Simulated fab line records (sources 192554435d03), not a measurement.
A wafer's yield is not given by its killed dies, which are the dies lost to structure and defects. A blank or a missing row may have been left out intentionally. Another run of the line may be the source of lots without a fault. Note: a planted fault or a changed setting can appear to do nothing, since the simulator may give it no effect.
fab line records ; flow n5-finfet
record: lots: 6; wafers: 18; last-day: 18
route steps=1938 shown BEOL_M4@1089
lots with no fault: from the same line, run without faults
start-h: hours from the record's first day to the start of the lot's first wafer shown ; wait-h: hours elapsed since this lot's preceding step ; " as in the row above ; L1.1+2: one row covering several wafers at once ; - no value, or no start given ; * or withheld: withheld ; < > ~ a bound
route shown NAME@n: NAME is a module with steps in the file, n the number in the route of the first one ; usual: average and standard deviation across the fault-free wafers ; same: alike in all rows ; chamber/n: place in a boat ; sites: readings site by site ; _std_site: the standard deviation of these ; _edge_site: outer sites' mean less inner sites' ; radius-mm: for every site, how far away it sits from the centre of the wafer ; mask NAME#n: copy n ; behind: the most recent tool/chamber to have shaped the wafer ; hold: why the lot was held/for how many hours/how that ended ; device: whichever transistor did not switch (one of n, p or np) ; end of line: the route-end tests of the same wafers ; a step given without rows: its recipe and nothing more ; killed: dies that structure and defects cost at the first sort, which is not the same as the wafer's yield ; map: the dies of a wafer, with x for killed, . for not killed, _ for no die there
set.NAME: the setting as run; set.NAME@STEP: as run at that earlier step ; model.NAME: the simulator's own value behind a step, which no gauge read
certain route steps with their lots: each step a table, each wafer a row
services: when a tool's chamber went out of use (start-h, in hours from the record's first day, below 0 if earlier), for how many hours, and the reason
== steps ==
step: N5_BEOL_M4_ANNEAL_82
recipe: temp-c: 400; time-s: 240; ambient: vacuum
usual: heater-power-w: 803/62
lot.wafer;tool;chamber;start-h;wait-h;heater-power-w
L412.2;pvd-sputter-03;-;163.85;0.0;687
L412.3;pvd-sputter-03;-;163.85;0.0;795
L412.5;pvd-sputter-03;-;163.85;0.0;831
L423.1;pvd-sputter-02;-;230.51;0.0;756
L423.3;pvd-sputter-02;-;230.51;0.0;830
L423.5;pvd-sputter-02;-;230.51;0.0;825
L427.2;pvd-sputter-02;-;252.94;0.0;845
L427.3;pvd-sputter-02;-;252.94;0.0;774
L427.5;pvd-sputter-02;-;252.94;0.0;767
L432.1;pvd-sputter-03;-;302.27;0.0;896
L432.2;pvd-sputter-03;-;302.27;0.0;679
L432.3;pvd-sputter-03;-;302.27;0.0;855
L414.1;pvd-sputter-01;-;305.23;0.0;869
L414.4;pvd-sputter-01;-;305.23;0.0;748
L414.6;pvd-sputter-01;-;305.23;0.0;880
L435.2;pvd-sputter-03;-;326.40;0.0;802
L435.4;pvd-sputter-03;-;326.40;0.0;906
L435.5;pvd-sputter-03;-;326.40;0.0;855
step: N5_BEOL_M4_SPUTTER_86
recipe: material: Cu; target-thk-a: 45; temp-c: -20; chamber-pressure-pa: 0.07; power-w: withheld; time-s: 8.29
step: N5_BEOL_M4_ANNEAL_87
recipe: temp-c: 400; time-s: 240; ambient: vacuum
step: N5_BEOL_M4_SPUTTER_88
recipe: material: Cu; target-thk-a: 45; temp-c: -20; chamber-pressure-pa: 0.07; power-w: withheld; time-s: 8.29
step: N5_BEOL_M4_ANNEAL_89
recipe: temp-c: 400; time-s: 240; ambient: vacuum
usual: heater-power-w: 804/64
lot.wafer;tool;chamber;start-h;wait-h;heater-power-w
L412.2;pvd-sputter-03;-;164.29;0.0;685
L412.3;pvd-sputter-03;-;164.29;0.0;814
L412.5;pvd-sputter-03;-;164.29;0.0;851
L423.1;pvd-sputter-02;-;230.95;0.0;783
L423.3;pvd-sputter-02;-;230.95;0.0;810
L423.5;pvd-sputter-02;-;230.95;0.0;837
L427.2;pvd-sputter-02;-;253.38;0.0;855
L427.3;pvd-sputter-02;-;253.38;0.0;749
L427.5;pvd-sputter-02;-;253.38;0.0;767
L432.1;pvd-sputter-03;-;302.71;0.0;882
L432.2;pvd-sputter-03;-;302.71;0.0;659
L432.3;pvd-sputter-03;-;302.71;0.0;835
L414.1;pvd-sputter-01;-;305.67;0.0;905
L414.4;pvd-sputter-01;-;305.67;0.0;751
L414.6;pvd-sputter-01;-;305.67;0.0;895
L435.2;pvd-sputter-03;-;326.84;0.0;789
L435.4;pvd-sputter-03;-;326.84;0.0;888
L435.5;pvd-sputter-03;-;326.84;0.0;846
step: N5_BEOL_M4_SPUTTER_90
recipe: material: Cu; target-thk-a: 45; temp-c: -20; chamber-pressure-pa: 0.07; power-w: withheld; time-s: 8.29
usual: chamber-pressure-pa: 0.07/0.00015; throttle-valve-pct: 29.5/1.2
lot.wafer;tool;chamber;start-h;wait-h;chamber-pressure-pa;throttle-valve-pct
L412.2;pvd-sputter-03;-;164.43;0.1;0.0702;27.5
L412.3;pvd-sputter-03;-;164.43;0.1;0.06993;27.9
L412.5;pvd-sputter-03;-;164.43;0.1;0.0701;30.7
L423.1;pvd-sputter-02;-;231.09;0.1;0.07006;29.7
L423.3;pvd-sputter-02;-;231.09;0.1;0.07001;29.7
L423.5;pvd-sputter-02;-;231.09;0.1;0.07013;29.8
L427.2;pvd-sputter-02;-;253.52;0.1;0.06965;29.7
L427.3;pvd-sputter-02;-;253.52;0.1;0.07004;31.6
L427.5;pvd-sputter-02;-;253.52;0.1;0.07011;31.6
L432.1;pvd-sputter-03;-;302.85;0.1;0.06978;28.9
L432.2;pvd-sputter-03;-;302.85;0.1;0.0702;27.5
L432.3;pvd-sputter-03;-;302.85;0.1;0.06986;30.6
L414.1;pvd-sputter-01;-;305.81;0.1;0.07006;29.6
L414.4;pvd-sputter-01;-;305.81;0.1;0.06987;28.2
L414.6;pvd-sputter-01;-;305.81;0.1;0.07009;29.5
L435.2;pvd-sputter-03;-;326.98;0.1;0.0699;28.2
L435.4;pvd-sputter-03;-;326.98;0.1;0.06995;28.9
L435.5;pvd-sputter-03;-;326.98;0.1;0.06969;30.9
step: N5_BEOL_M4_ANNEAL_91
recipe: temp-c: 400; time-s: 240; ambient: vacuum
step: N5_BEOL_M4_SPUTTER_92
recipe: material: Cu; target-thk-a: 45; temp-c: -20; chamber-pressure-pa: 0.07; power-w: withheld; time-s: 8.29
usual: chamber-pressure-pa: 0.07002/0.00016; throttle-valve-pct: 29.5/1.2
lot.wafer;tool;chamber;start-h;wait-h;chamber-pressure-pa;throttle-valve-pct
L412.2;pvd-sputter-03;-;164.65;0.1;0.06983;27.7
L412.3;pvd-sputter-03;-;164.65;0.1;0.06999;28.0
L412.5;pvd-sputter-03;-;164.65;0.1;0.07003;30.6
L423.1;pvd-sputter-02;-;231.31;0.1;0.07008;29.5
L423.3;pvd-sputter-02;-;231.31;0.1;0.07031;29.8
L423.5;pvd-sputter-02;-;231.31;0.1;0.07013;29.6
L427.2;pvd-sputter-02;-;253.74;0.1;0.07022;29.9
L427.3;pvd-sputter-02;-;253.74;0.1;0.07002;31.5
L427.5;pvd-sputter-02;-;253.74;0.1;0.07013;31.5
L432.1;pvd-sputter-03;-;303.07;0.1;0.07023;29.0
L432.2;pvd-sputter-03;-;303.07;0.1;0.06983;27.2
L432.3;pvd-sputter-03;-;303.07;0.1;0.06991;30.4
L414.1;pvd-sputter-01;-;306.03;0.1;0.06989;29.3
L414.4;pvd-sputter-01;-;306.03;0.1;0.0699;28.2
L414.6;pvd-sputter-01;-;306.03;0.1;0.07002;29.4
L435.2;pvd-sputter-03;-;327.20;0.1;0.07024;28.3
L435.4;pvd-sputter-03;-;327.20;0.1;0.07026;28.9
L435.5;pvd-sputter-03;-;327.20;0.1;0.06993;30.8
step: N5_BEOL_M4_ANNEAL_93
recipe: temp-c: 400; time-s: 240; ambient: vacuum
step: N5_BEOL_M4_SPUTTER_94
recipe: material: Cu; target-thk-a: 45; temp-c: -20; chamber-pressure-pa: 0.07; power-w: withheld; time-s: 8.29
step: N5_BEOL_M4_ANNEAL_95
recipe: temp-c: 400; time-s: 240; ambient: vacuum
step: N5_BEOL_M4_SPUTTER_96
recipe: material: Cu; target-thk-a: 45; temp-c: -20; chamber-pressure-pa: 0.07; power-w: withheld; time-s: 8.29
usual: chamber-pressure-pa: 0.07001/0.00014; throttle-valve-pct: 29.5/1.2
lot.wafer;tool;chamber;start-h;wait-h;chamber-pressure-pa;throttle-valve-pct
L412.2;pvd-sputter-03;-;165.09;0.1;0.07017;27.5
L412.3;pvd-sputter-03;-;165.09;0.1;0.07015;27.9
L412.5;pvd-sputter-03;-;165.09;0.1;0.06993;30.8
L423.1;pvd-sputter-02;-;231.75;0.1;0.07007;29.6
L423.3;pvd-sputter-02;-;231.75;0.1;0.06987;29.7
L423.5;pvd-sputter-02;-;231.75;0.1;0.07003;30.0
L427.2;pvd-sputter-02;-;254.18;0.1;0.07029;29.9
L427.3;pvd-sputter-02;-;254.18;0.1;0.07002;31.2
L427.5;pvd-sputter-02;-;254.18;0.1;0.06991;31.7
L432.1;pvd-sputter-03;-;303.51;0.1;0.07017;29.0
L432.2;pvd-sputter-03;-;303.51;0.1;0.06995;27.6
L432.3;pvd-sputter-03;-;303.51;0.1;0.07005;30.6
L414.1;pvd-sputter-01;-;306.47;0.1;0.06979;29.7
L414.4;pvd-sputter-01;-;306.47;0.1;0.06998;28.4
L414.6;pvd-sputter-01;-;306.47;0.1;0.07011;29.5
L435.2;pvd-sputter-03;-;327.64;0.1;0.06985;28.4
L435.4;pvd-sputter-03;-;327.64;0.1;0.07021;29.1
L435.5;pvd-sputter-03;-;327.64;0.1;0.07008;30.8
step: N5_BEOL_M4_ECD_50
recipe: material: Cu; target-thk-a: 3000
lot.wafer;tool;chamber;start-h;wait-h;model.Cu_of_BEOL_M4_ECD_50.thk-nm
L412.2;ecd-cu-01;1;165.21;0.1;297
L412.3;ecd-cu-01;1;165.21;0.1;298.4
L412.5;ecd-cu-01;0;165.21;0.1;298
L423.1;ecd-cu-02;1;231.87;0.1;511.6
L423.3;ecd-cu-02;1;231.87;0.1;515.4
L423.5;ecd-cu-02;1;231.87;0.1;513.8
L427.2;ecd-cu-02;0;254.30;0.1;300
L427.3;ecd-cu-02;0;254.30;0.1;505.2
L427.5;ecd-cu-02;0;254.30;0.1;507.4
L432.1;ecd-cu-01;0;303.63;0.1;304
L432.2;ecd-cu-01;1;303.63;0.1;299.4
L432.3;ecd-cu-01;1;303.63;0.1;302.8
L414.1;ecd-cu-01;1;306.58;0.1;300.6
L414.4;ecd-cu-01;1;306.58;0.1;297.6
L414.6;ecd-cu-01;0;306.58;0.1;299.4
L435.2;ecd-cu-02;1;327.76;0.1;299.2
L435.4;ecd-cu-02;0;327.76;0.1;299.8
L435.5;ecd-cu-02;1;327.76;0.1;299.4
step: N5_BEOL_M4_ANNEAL_51
recipe: temp-c: 225; time-s: 90; ambient: N2
step: N5_BEOL_M4_CMP_52
recipe: stop-on: SiOC; t-overpolish-s: 6.8; down-force-psi: 1; platen-rpm: 50; clearing-platen-down-force-psi: 1.5; clearing-platen-rpm: 50; post-cmp-clean: cu-alkaline; target-thk-nm: 40; clearing-platen-pad-velocity-m-s: 0.99484; pad-velocity-m-s: 0.99484
usual: motor-current-A: 6.0/0.72; time-to-endpoint-s: 63/3.2
lot.wafer;tool;chamber;start-h;wait-h;motor-current-A;time-to-endpoint-s
L412.3;cmp-01;2;165.62;0.2;6.5;67
L412.2;cmp-01;0;165.62;0.2;6.2;67
L412.5;cmp-01;1;165.62;0.2;4.9;65
L423.1;cmp-04;0;232.32;0.3;5.6;111
L423.3;cmp-04;2;232.32;0.3;6.6;105
L423.5;cmp-04;0;232.32;0.3;6.2;109
L427.2;cmp-01;3;254.68;0.2;6.0;61
L427.3;cmp-01;1;254.68;0.2;5.2;104
L427.5;cmp-01;0;254.68;0.2;5.9;111
L432.2;cmp-03;3;304.05;0.2;5.4;62
L432.1;cmp-03;0;304.05;0.2;6.2;59
L432.3;cmp-03;1;304.05;0.2;5.2;64
L414.1;cmp-01;2;306.96;0.3;6.6;66
L414.4;cmp-01;0;306.96;0.3;5.7;65
L414.6;cmp-01;3;306.96;0.3;5.9;62
L435.2;cmp-01;0;328.30;0.2;5.8;65
L435.4;cmp-01;2;328.30;0.2;6.7;67
L435.5;cmp-01;1;328.30;0.2;5.4;62
step: N5_BEOL_M4_THK_MEAS_53
recipe: thk-meas-gauge: xrf; reads: Cu_of_BEOL_M4_ECD_50
usual: M4_THK: 38.9/1.6
lot.wafer;tool;chamber;start-h;wait-h;M4_THK[nm]
L412.2;film-metro-02;-;165.88;-;39.2
L412.3;film-metro-02;-;165.88;-;39.0
L412.5;film-metro-02;-;165.88;-;37.2
L423.1;film-metro-01;-;232.61;-;38.1
L423.3;film-metro-01;-;232.61;-;41.0
L423.5;film-metro-01;-;232.61;-;39.5
L427.2;film-metro-02;-;254.97;-;37.3
L427.3;film-metro-02;-;254.97;-;39.6
L427.5;film-metro-02;-;254.97;-;38.9
L432.1;film-metro-01;-;304.30;-;35.7
L432.2;film-metro-01;-;304.30;-;35.8
L432.3;film-metro-01;-;304.30;-;37.3
L414.1;film-metro-01;-;307.25;-;38.7
L414.4;film-metro-01;-;307.25;-;39.5
L414.6;film-metro-01;-;307.25;-;38.1
L435.2;film-metro-01;-;328.60;-;39.8
L435.4;film-metro-01;-;328.60;-;39.5
L435.5;film-metro-01;-;328.60;-;37.4
step: N5_BEOL_M4_RC_MEAS_101
usual: DIBL_N: 36.1/1.6; DIBL_P: 35.7/1.8; IOFF_N: 0.159/0.027; IOFF_P: 0.21/0.03; ION_N: 673/10; ION_P: 462/7.4; SS_N: 71.4/0.56; SS_P: 73.2/0.61; VT_N: 249.7/3; VT_P: -250/3.1
lot.wafer;tool;chamber;start-h;wait-h;DIBL_N[mV/V];DIBL_P[mV/V];IOFF_N[nA/um];IOFF_P[nA/um];ION_N[uA/um];ION_P[uA/um];SS_N[mV/dec];SS_P[mV/dec];VT_N[mV];VT_P[mV]
L412.2;prober-01;0;166.40;0.2;34.2;34.7;0.137;0.22;668;466;71.4;73.6;250.1;-248
L412.3;prober-01;0;166.40;0.2;33.8;34.9;0.132;0.22;666;464;71.6;72.7;251.5;-249
L412.5;prober-01;0;166.40;0.2;34.9;36.6;0.157;0.25;673;471;72.0;73.6;248.1;-244
L423.1;prober-02;0;233.33;0.0;34.8;35.1;0.143;0.19;666;460;70.8;73.1;252.5;-251
L423.3;prober-02;0;233.33;0.0;35.1;35.9;0.156;0.20;683;468;71.5;73.0;249.0;-249
L423.5;prober-02;0;233.33;0.0;34.7;35.2;0.138;0.19;671;460;70.9;72.8;250.0;-253
L427.2;prober-01;0;255.44;0.2;38.8;37.8;0.196;0.23;686;465;72.3;73.6;246.6;-250
L427.3;prober-01;0;255.44;0.2;38.3;37.8;0.196;0.21;685;455;72.3;74.2;247.3;-251
L427.5;prober-01;0;255.44;0.2;36.5;34.4;0.146;0.18;679;463;71.3;72.9;251.6;-253
L432.1;prober-01;0;304.67;0.0;34.5;34.4;0.130;0.18;676;463;70.3;73.3;251.6;-252
L432.2;prober-01;0;304.67;0.0;36.7;37.2;0.165;0.21;676;458;71.2;72.8;249.1;-252
L432.3;prober-01;0;304.67;0.0;34.7;34.5;0.119;0.17;648;443;71.1;72.5;251.2;-254
L414.1;prober-02;0;307.56;0.0;35.5;35.5;0.162;0.23;672;467;70.4;73.4;250.9;-247
L414.4;prober-02;0;307.56;0.0;34.6;34.5;0.153;0.21;681;469;70.9;72.9;248.9;-248
L414.6;prober-02;0;307.56;0.0;34.1;34.6;0.142;0.21;674;466;70.9;72.8;251.2;-247
L435.2;prober-02;0;329.06;0.2;39.1;38.5;0.197;0.30;681;470;71.4;74.1;245.4;-243
L435.4;prober-02;0;329.06;0.2;35.9;34.2;0.139;0.20;671;468;70.7;73.6;249.0;-250
L435.5;prober-02;0;329.06;0.2;38.1;36.9;0.179;0.26;678;473;71.4;73.8;247.1;-244
== services ==
tool;chamber;start-h;hours;kind
ecd-cu-02;-;151.20;1.1;repair
pvd-sputter-03;-;159.89;2.5;repair
cmp-03;-;171.85;0.3;repair
cmp-04;-;173.75;4.0;pm
cmp-01;-;188.53;14.5;pm
cmp-04;-;194.82;0.4;repair
cmp-03;-;212.39;4.0;pm
cmp-03;-;216.39;6.0;pm
cmp-01;-;229.65;3.2;repair
cmp-03;-;236.60;1.6;repair
cmp-01;-;238.96;0.3;repair
cmp-04;-;247.56;1.2;repair
cmp-04;-;255.29;0.5;repair
ecd-cu-01;-;257.24;0.3;repair
cmp-04;-;261.01;0.4;repair
cmp-03;-;273.17;2.1;repair
pvd-sputter-02;-;302.85;7.1;repair
cmp-03;-;303.06;0.2;repair
ecd-cu-02;-;304.28;1.0;repair
cmp-04;-;308.56;6.1;pm
cmp-01;-;320.16;4.0;pm
pvd-sputter-01;-;320.59;12.8;repair
cmp-01;-;324.16;-;consumable-replace:conditioner
cmp-01;-;324.16;-;consumable-replace:pad
== key ==
first-sign: step: N5_BEOL_M4_CMP_52; reading: time-to-endpoint-s; direction: up; sigmas: 14; usual: *; struck: *
effect none on later readings
model-effect: step: N5_BEOL_M4_ECD_50; value: Cu_of_BEOL_M4_ECD_50.thk-nm; without: 299.2; struck: 510.7
met-at N5_BEOL_M4_ECD_50
struck-wafers L423.1,L423.3,L423.5,L427.3,L427.5
fault: kind: process-parameter-drift; tool: ecd-cu-02; chamber: -; onset-h: 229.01; steps: N5_BEOL_M4_ECD_50; channel: target-thk-a; offset: *; shape: step; end-h: 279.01; scope: struck-wafers-only; acts-in: *; stated: *
